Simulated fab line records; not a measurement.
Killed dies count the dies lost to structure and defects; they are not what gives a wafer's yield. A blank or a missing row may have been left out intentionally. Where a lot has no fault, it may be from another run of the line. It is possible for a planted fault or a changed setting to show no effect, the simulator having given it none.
Matching of chambers ; flow nandHarc ; NHARC_A_STAIRCASE_TRIM_18 on rieDiel-03: 4 sister chambers
The step chemistry O2, time 211.2 s. 4 wafers are shown with their chamber, then 7 later ones without.

== WAFERS WITH THEIR CHAMBER ==
wafer;chamber;showerheadPlenumPTorr (Torr)
L734.4;1;3.29
L741.6;3;3.78
L742.1;0;3.30
L742.3;2;3.75

== WAFERS WHOSE CHAMBER IS MISSING ==
wafer;showerheadPlenumPTorr (Torr)
L742.6;3.30
L743.2;3.75
L743.4;3.77
L743.5;3.77
L753.3;3.76
L753.4;3.76
L753.6;3.79

== EACH ONE'S CHAMBER ==
wafer;from the rows above;in truth
L742.6;can't be placed: 0 or 1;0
L743.2;2;2
L743.4;can't be placed: 3 or 2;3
L743.5;can't be placed: 3 or 2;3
L753.3;can't be placed: 2 or 3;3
L753.4;can't be placed: 2 or 3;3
L753.6;3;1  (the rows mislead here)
1 of 7 placed correctly. Cannot be placed on the basis of these rows: 5; the candidates contain the true chamber in 5. Placed wrongly: 1.
How it was worked out, from the rows above alone: a wafer's distance from a chamber is the root of the sum, over the readings, of the square of ((its reading less the chamber's mean) divided by the reading's scatter). If the next closest chamber is less than 2 further off than the closest, the wafer can't be placed; otherwise it belongs to the closest. A chamber's mean is the mean of its shown wafers. The scatter (one wafer shown for each chamber): square how far every hidden wafer sits from the nearest shown wafer, average those squares and take the square root.
